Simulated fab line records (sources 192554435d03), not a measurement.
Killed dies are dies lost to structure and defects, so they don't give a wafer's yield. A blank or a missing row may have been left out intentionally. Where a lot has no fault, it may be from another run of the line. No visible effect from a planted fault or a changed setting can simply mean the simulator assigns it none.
fab line records + flow n5Finfet
[record]
- lots = 12
- wafers = 36
- lastDay = 17
route steps=1938 shown BEOL_M5@1170 PASSIVATION@1936
lots untouched by any fault: they come from a run of this same line in which no faults occurred
startH: hours from the record's opening day to when the first of the lot's shown wafers began + waitH: hours since the lot's step before + " same as the row above + L1.1+2: a row that stands for several wafers + - either no value or no given start + * or withheld: withheld + < > ~ a bound
route shown NAME@n: a module of which the file shows steps, and the number in the route of the first + usual: mean/standard deviation taken from wafers without a fault + same: alike in all rows + chamber/n: place in a boat + sites: per-site readings + _std_site: how widely they spread, as a standard deviation + _edge_site: inner sites' mean taken away from outer sites' mean + radiusMm: for every site, how far away it sits from the centre of the wafer + mask NAME#n: copy n + behind: the tool/chamber that last shaped the wafer + hold: why the lot was held/for how many hours/how that ended + device: transistor that didn't switch, given as n, p or np + end of line: at the end of the route, the tests of the same wafers + for a step that has no rows: nothing shown but its recipe + killed: at the first sort, the dies lost to defects and structure; wafer yield is something else + map: shows each die of a wafer: x if killed, . if not, _ if none is there
set.NAME: the setting as run; set.NAME@STEP: as run at that earlier step + model.NAME: the simulator's own value behind a step, which no gauge read
a sample of lots followed through the steps of the route, with each step as a table and each wafer as a row
services: the hour from which a tool's chamber was out of use, counted from the record's first day as startH (under 0 if before that day), plus the number of hours and why
[[steps]]
[step N5_BEOL_M5_DEGAS_44]
[recipe]
- ambient = vacuum
- tempC = 250
- timeS = 60
[usual]
- heaterPowerW = 351/31
| lot.wafer | tool          | chamber | startH | waitH | heaterPowerW |
|-----------|---------------|---------|--------|-------|--------------|
| L510.1    | pvdSputter-03 | -       | 187.16 | 0.5   | 327          |
| L510.3    | "             | -       | "      | "     | 381          |
| L510.5    | "             | -       | "      | "     | 329          |
| L511.1    | pvdSputter-03 | -       | 187.28 | 0.5   | 347          |
| L511.2    | "             | -       | "      | "     | 328          |
| L511.5    | "             | -       | "      | "     | 320          |
| L512.1    | pvdSputter-02 | -       | 203.75 | 0.3   | 371          |
| L512.3    | "             | -       | "      | "     | 321          |
| L512.5    | "             | -       | "      | "     | 428          |
| L515.3    | pvdSputter-02 | -       | 211.81 | 0.8   | 434          |
| L515.4    | "             | -       | "      | "     | 345          |
| L515.5    | "             | -       | "      | "     | 342          |
| L519.2    | pvdSputter-03 | -       | 235.97 | 0.7   | 378          |
| L519.4    | "             | -       | "      | "     | 323          |
| L519.5    | "             | -       | "      | "     | 328          |
| L523.1    | pvdSputter-01 | -       | 263.80 | 0.4   | 336          |
| L523.3    | "             | -       | "      | "     | 361          |
| L523.6    | "             | -       | "      | "     | 357          |
| L524.3    | pvdSputter-02 | -       | 268.31 | 0.6   | 428          |
| L524.4    | "             | -       | "      | "     | 350          |
| L524.6    | "             | -       | "      | "     | 372          |
| L525.1    | pvdSputter-03 | -       | 282.00 | 2.1   | 316          |
| L525.2    | "             | -       | "      | "     | 329          |
| L525.6    | "             | -       | "      | "     | 320          |
| L527.3    | pvdSputter-01 | -       | 302.19 | 0.2   | 327          |
| L527.4    | "             | -       | "      | "     | 350          |
| L527.6    | "             | -       | "      | "     | 351          |
| L531.2    | pvdSputter-01 | -       | 305.99 | 0.6   | 360          |
| L531.3    | "             | -       | "      | "     | 342          |
| L531.6    | "             | -       | "      | "     | 341          |
| L528.1    | pvdSputter-02 | -       | 308.98 | 0.5   | 362          |
| L528.4    | "             | -       | "      | "     | 352          |
| L528.6    | "             | -       | "      | "     | 344          |
| L530.3    | pvdSputter-03 | -       | 318.37 | 0.4   | 360          |
| L530.4    | "             | -       | "      | "     | 381          |
| L530.6    | "             | -       | "      | "     | 316          |
[step N5_BEOL_M5_SURFACE_TREAT_87]
[recipe]
- gas = Ar
- timeS = *
- ionEnergyEv = *
- ionCurrentMaCm2 = 0.5
- pressureMtorr = *
- arFlowSccm = 30
[usual]
- throttleValvePct = *
| lot.wafer | tool          | chamber | startH | waitH | throttleValvePct |
|-----------|---------------|---------|--------|-------|------------------|
| L510.1    | pvdSputter-03 | -       | 187.64 | 0.3   | *                |
| L510.3    | "             | -       | "      | "     | *                |
| L510.5    | "             | -       | "      | "     | *                |
| L511.1    | pvdSputter-03 | -       | 187.68 | 0.2   | *                |
| L511.2    | "             | -       | "      | "     | *                |
| L511.5    | "             | -       | "      | "     | *                |
| L512.1    | pvdSputter-02 | -       | 204.14 | 0.2   | *                |
| L512.3    | "             | -       | "      | "     | *                |
| L512.5    | "             | -       | "      | "     | *                |
| L515.3    | pvdSputter-02 | -       | 212.31 | 0.3   | *                |
| L515.4    | "             | -       | "      | "     | *                |
| L515.5    | "             | -       | "      | "     | *                |
| L519.2    | pvdSputter-03 | -       | 236.79 | 0.6   | *                |
| L519.4    | "             | -       | "      | "     | *                |
| L519.5    | "             | -       | "      | "     | *                |
| L523.1    | pvdSputter-01 | -       | 264.14 | 0.1   | *                |
| L523.3    | "             | -       | "      | "     | *                |
| L523.6    | "             | -       | "      | "     | *                |
| L524.3    | pvdSputter-02 | -       | 268.71 | 0.2   | *                |
| L524.4    | "             | -       | "      | "     | *                |
| L524.6    | "             | -       | "      | "     | *                |
| L525.1    | pvdSputter-02 | -       | 282.36 | 0.2   | *                |
| L525.2    | "             | -       | "      | "     | *                |
| L525.6    | "             | -       | "      | "     | *                |
| L527.3    | pvdSputter-01 | -       | 302.61 | 0.1   | *                |
| L527.4    | "             | -       | "      | "     | *                |
| L527.6    | "             | -       | "      | "     | *                |
| L531.2    | pvdSputter-02 | -       | 306.44 | 0.2   | *                |
| L531.3    | "             | -       | "      | "     | *                |
| L531.6    | "             | -       | "      | "     | *                |
| L528.1    | pvdSputter-02 | -       | 309.54 | 0.4   | *                |
| L528.4    | "             | -       | "      | "     | *                |
| L528.6    | "             | -       | "      | "     | *                |
| L530.3    | pvdSputter-03 | -       | 318.79 | 0.2   | *                |
| L530.4    | "             | -       | "      | "     | *                |
| L530.6    | "             | -       | "      | "     | *                |
[step N5_BEOL_M5_CVD_47]
[recipe]
- material = Co
- targetThkA = 30
- tempC = withheld
- precursor = CCTBA/H2
- pressureTorr = 30
- timeS = 216
[usual]
- runLengthS = 239.3/0.44
| lot.wafer | tool     | chamber | startH | waitH | runLengthS | sinceWetCleanH |
|-----------|----------|---------|--------|-------|------------|----------------|
| L510.1    | cvdCo-02 | 0       | 187.70 | 0.0   | 239.4      | 729            |
| L510.3    | "        | 1       | "      | "     | 238.5      | 1166           |
| L510.5    | "        | 1       | "      | "     | 238.2      | -              |
| L511.1    | cvdCo-01 | 0       | 187.76 | 0.1   | 239.6      | 948            |
| L511.2    | "        | 2       | "      | "     | 239.8      | 488            |
| L511.5    | "        | 0       | "      | "     | 239.0      | -              |
| L512.1    | cvdCo-01 | 1       | 204.26 | 0.1   | 239.8      | 68             |
| L512.3    | "        | 2       | "      | "     | 240.1      | 505            |
| L512.5    | "        | 2       | "      | "     | 239.6      | -              |
| L515.3    | cvdCo-02 | 1       | 212.43 | 0.1   | 238.5      | 1191           |
| L515.4    | "        | 0       | "      | "     | 98.1       | -              |
| L515.5    | "        | 2       | "      | "     | 239.4      | -              |
| L519.2    | cvdCo-02 | 0       | 237.09 | 0.3   | 238.7      | 778            |
| L519.4    | "        | 1       | "      | "     | 97.7       | -              |
| L519.5    | "        | 2       | "      | "     | 239.9      | -              |
| L523.1    | cvdCo-01 | 0       | 264.20 | 0.0   | 239.2      | 1024           |
| L523.3    | "        | 1       | "      | "     | 239.6      | 128            |
| L523.6    | "        | 0       | "      | "     | 239.0      | -              |
| L524.3    | cvdCo-01 | 1       | 268.83 | 0.1   | 239.2      | 132            |
| L524.4    | "        | 2       | "      | "     | 239.4      | -              |
| L524.6    | "        | 1       | "      | "     | 239.7      | -              |
| L525.1    | cvdCo-01 | 0       | 282.47 | 0.1   | 239.4      | 1043           |
| L525.2    | "        | 2       | "      | "     | 239.4      | 583            |
| L525.6    | "        | 0       | "      | "     | 239.7      | -              |
| L527.3    | cvdCo-02 | 2       | 302.77 | 0.1   | 240.0      | 385            |
| L527.4    | "        | 1       | "      | "     | 239.1      | -              |
| L527.6    | "        | 2       | "      | "     | 239.4      | -              |
| L531.2    | cvdCo-01 | 0       | 306.52 | 0.1   | 239.3      | 1067           |
| L531.3    | "        | 1       | "      | "     | 239.0      | 170            |
| L531.6    | "        | 0       | "      | "     | 239.2      | -              |
| L528.1    | cvdCo-02 | 0       | 309.60 | 0.0   | 239.3      | 851            |
| L528.4    | "        | 1       | "      | "     | 238.8      | -              |
| L528.6    | "        | 0       | "      | "     | 239.8      | -              |
| L530.3    | cvdCo-02 | 0       | 319.08 | 0.3   | 238.9      | 860            |
| L530.4    | "        | 2       | "      | "     | 239.8      | -              |
| L530.6    | "        | 1       | "      | "     | 238.2      | -              |
[step N5_BEOL_M5_SPUTTER_90]
[recipe]
- material = Cu
- targetThkA = 45
- tempC = -20
- chamberPressurePa = 0.07
- powerW = withheld
- timeS = 8.29
[usual]
- chamberPressurePa = 0.06999/0.00014
- throttleValvePct = 30.1/0.91
| lot.wafer | tool          | chamber | startH | waitH | chamberPressurePa | throttleValvePct |
|-----------|---------------|---------|--------|-------|-------------------|------------------|
| L510.1    | pvdSputter-03 | -       | 192.23 | 0.5   | 0.07008           | 29.5             |
| L510.3    | "             | -       | "      | "     | 0.0701            | 29.2             |
| L510.5    | "             | -       | "      | "     | 0.06987           | 30.0             |
| L511.1    | pvdSputter-02 | -       | 192.27 | 0.5   | 0.06966           | 30.0             |
| L511.2    | "             | -       | "      | "     | 0.06975           | 29.1             |
| L511.5    | "             | -       | "      | "     | 0.06988           | 29.3             |
| L512.1    | pvdSputter-03 | -       | 208.95 | 0.5   | 0.0701            | 30.1             |
| L512.3    | "             | -       | "      | "     | 0.06989           | 29.9             |
| L512.5    | "             | -       | "      | "     | 0.06996           | 29.3             |
| L515.3    | pvdSputter-03 | -       | 216.93 | 0.5   | 0.07016           | 31.7             |
| L515.4    | "             | -       | "      | "     | 0.06996           | 29.8             |
| L515.5    | "             | -       | "      | "     | 0.06989           | 30.0             |
| L519.2    | pvdSputter-02 | -       | 241.59 | 0.5   | 0.06998           | 29.5             |
| L519.4    | "             | -       | "      | "     | 0.06987           | 30.1             |
| L519.5    | "             | -       | "      | "     | 0.06979           | 29.5             |
| L523.1    | pvdSputter-01 | -       | 268.73 | 0.5   | 0.0698            | 30.7             |
| L523.3    | "             | -       | "      | "     | 0.06992           | 30.0             |
| L523.6    | "             | -       | "      | "     | 0.07007           | 29.9             |
| L524.3    | pvdSputter-03 | -       | 273.38 | 0.5   | 0.07009           | 29.0             |
| L524.4    | "             | -       | "      | "     | 0.07014           | 29.9             |
| L524.6    | "             | -       | "      | "     | 0.07              | 29.2             |
| L525.1    | pvdSputter-03 | -       | 286.98 | 0.5   | 0.06998           | 29.8             |
| L525.2    | "             | -       | "      | "     | 0.07011           | 29.8             |
| L525.6    | "             | -       | "      | "     | 0.07018           | 30.3             |
| L527.3    | pvdSputter-03 | -       | 308.53 | 0.5   | 0.0702            | 29.2             |
| L527.4    | "             | -       | "      | "     | 0.0699            | 29.9             |
| L527.6    | "             | -       | "      | "     | 0.06989           | 29.7             |
| L531.2    | pvdSputter-01 | -       | 311.20 | 0.5   | 0.07011           | 30.8             |
| L531.3    | "             | -       | "      | "     | 0.0698            | 30.0             |
| L531.6    | "             | -       | "      | "     | 0.07003           | 30.6             |
| L528.1    | pvdSputter-03 | -       | 314.17 | 0.5   | 0.06982           | 30.0             |
| L528.4    | "             | -       | "      | "     | 0.06996           | 29.4             |
| L528.6    | "             | -       | "      | "     | 0.07005           | 31.8             |
| L530.3    | pvdSputter-03 | -       | 325.01 | 0.5   | 0.06997           | 31.7             |
| L530.4    | "             | -       | "      | "     | 0.06993           | 29.6             |
| L530.6    | "             | -       | "      | "     | 0.0701            | 29.9             |
[step N5_PASSIVATION_PROBE_49]
[usual]
- defectLimitedYield = 91.3/1.4
- killed_at_M0_to_M3 = 35/11
- killed_at_M4_up = 14/5.4
- killedAtContacts = 12/6.2
- killedAtFrontEnd = 38/11
- killedAtOther = 4.1/2.8
- killedDies = 103/17
- killedOpen = 66/13
- killedShort = 34/8.2
- sort_bin_5_function = 5.1/0.89
- sort_bin_6_memory = 3.3/0.72
- sort_bin_8_speed = 0.00/0.0099
- sortNPass = 1077/17
- sortYieldPct = 91.3/1.4
[same]
- grossDies = 1180
- killedAtBackSide = 0
- sort_bin_4_leakage[%] = 0
| lot.wafer | tool      | chamber | startH | waitH | defectLimitedYield[%] | killed_at_M0_to_M3 | killed_at_M4_up | killedAtContacts | killedAtFrontEnd | killedAtOther | killedDies | killedOpen | killedShort | sort_bin_5_function[%] | sort_bin_6_memory[%] | sort_bin_8_speed[%] | sortNPass | sortYieldPct[%] |
|-----------|-----------|---------|--------|-------|-----------------------|--------------------|-----------------|------------------|------------------|---------------|------------|------------|-------------|------------------------|----------------------|---------------------|-----------|-----------------|
| L510.1    | prober-01 | -       | 278.55 | 0.0   | 90.3                  | 34                 | 19              | 10               | 52               | 0             | 115        | 73         | 38          | 6.4                    | 2.7                  | 0                   | 1065      | 90.3            |
| L510.3    | prober-01 | -       | 278.65 | 0.1   | 92.0                  | 23                 | 18              | 5                | 44               | 4             | 94         | 69         | 24          | 4.2                    | 3.7                  | 0                   | 1086      | 92.0            |
| L510.5    | prober-01 | -       | 278.75 | 0.2   | 91.8                  | 31                 | 14              | 14               | 37               | 1             | 97         | 59         | 32          | 4.7                    | 3.2                  | 0                   | 1083      | 91.8            |
| L519.2    | prober-01 | -       | 342.72 | 0.1   | 92.5                  | 24                 | 17              | 4                | 40               | 4             | 89         | 63         | 25          | 5.1                    | 1.9                  | 0                   | 1091      | 92.5            |
| L519.4    | prober-01 | -       | 342.82 | 0.2   | 89.0                  | 35                 | 35              | 13               | 41               | 6             | 130        | 89         | 39          | 6.4                    | 4.2                  | 0                   | 1050      | 89.0            |
| L519.5    | prober-01 | -       | 342.87 | 0.2   | 90.6                  | 44                 | 10              | 10               | 46               | 1             | 111        | 79         | 30          | 6.5                    | 2.6                  | 0                   | 1069      | 90.6            |
// killed by level:class
L510.1 BEOL_M1:geometricParticle:open=15 FIN_SAQP:geometricParticle:open=10 STI_FIN_REVEAL:geometricParticle:open=10 MOL_CONTACT_COAG:geometricParticle:open=9 STARTING-WAFER:geometricParticle:short=8 BEOL_M1:geometricParticle:short=7 FIN_SAQP:geometricParticle:short=6 BEOL_M4:geometricParticle:open=5
L510.3 FIN_SAQP:geometricParticle:open=20 BEOL_M3:geometricParticle:open=8 BEOL_M4:geometricParticle:open=7 STI_FIN_REVEAL:geometricParticle:open=6 DUMMY_GATE:geometricParticle:open=6 FIN_SAQP:geometricParticle:short=5 BEOL_M0_SAQP:geometricParticle:short=4 BEOL_M1:geometricParticle:open=4
L510.5 FIN_SAQP:geometricParticle:open=11 BEOL_M3:geometricParticle:open=8 MOL_CONTACT_COAG:geometricParticle:open=7 MOL_CONTACT_COAG:geometricParticle:short=5 DUMMY_GATE:geometricParticle:open=5 BEOL_M0_SAQP:geometricParticle:short=5 BEOL_M1:geometricParticle:open=5 FIN_SAQP:geometricParticle:short=4
L519.2 BEOL_M4:geometricParticle:open=10 STI_FIN_REVEAL:geometricParticle:open=9 FIN_SAQP:geometricParticle:short=8 BEOL_M2:geometricParticle:open=8 BEOL_M1:geometricParticle:open=6 DUMMY_GATE:geometricParticle:open=5 GATE_CUT:geometricParticle:open=4 BEOL_M4:geometricParticle:short=4
L519.4 BEOL_M4:geometricParticle:open=23 MOL_CONTACT_COAG:geometricParticle:open=11 STI_FIN_REVEAL:geometricParticle:open=9 BEOL_M0_SAQP:geometricParticle:open=9 BEOL_M0_SAQP:geometricParticle:short=9 GATE_CUT:geometricParticle:short=6 BEOL_M4:geometricParticle:short=6 BEOL_M3:geometricParticle:open=5
L519.5 STI_FIN_REVEAL:geometricParticle:open=21 BEOL_M3:geometricParticle:open=12 BEOL_M0_SAQP:geometricParticle:short=10 MOL_CONTACT_COAG:geometricParticle:open=9 FIN_SAQP:geometricParticle:short=7 BEOL_M2:geometricParticle:open=6 FIN_SAQP:geometricParticle:open=5 BEOL_M0_SAQP:geometricParticle:open=5
[[services]]
| tool          | chamber | startH | hours | kind   |
|---------------|---------|--------|-------|--------|
| cvdCo-02      | 1       | 213.85 | 10.7  | repair |
| cvdCo-02      | -       | 230.19 | 6.9   | pm     |
| cvdCo-02      | -       | 245.69 | 0.2   | repair |
| cvdCo-02      | 0       | 253.16 | 4.1   | repair |
| cvdCo-02      | -       | 259.70 | 28.1  | pm     |
| pvdSputter-02 | -       | 317.00 | 6.5   | repair |
[[key]]
[firstSign]
- step = N5_BEOL_M5_CVD_47
- reading = runLengthS
- direction = down
- sigmas = 99+
- usual = *
- struck = *
effect none on later readings
metAt N5_BEOL_M5_CVD_47
struckLots L515,L519
struckWafers L515.4,L519.4
notActingAt N5_BEOL_M5_DEGAS_44,N5_BEOL_M5_SURFACE_TREAT_87,N5_BEOL_M5_SPUTTER_90
onsetBetween 187.70 212.43
[fault]
- kind = processParameterDrift
- tool = cvdCo-02
- chamber = -
- onsetH = 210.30
- steps = N5_BEOL_M5_CVD_47
- channel = timeS
- offset = *
- shape = step
- endH = 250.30
- scope = struckWafersOnly
- actsIn = *
- stated = *
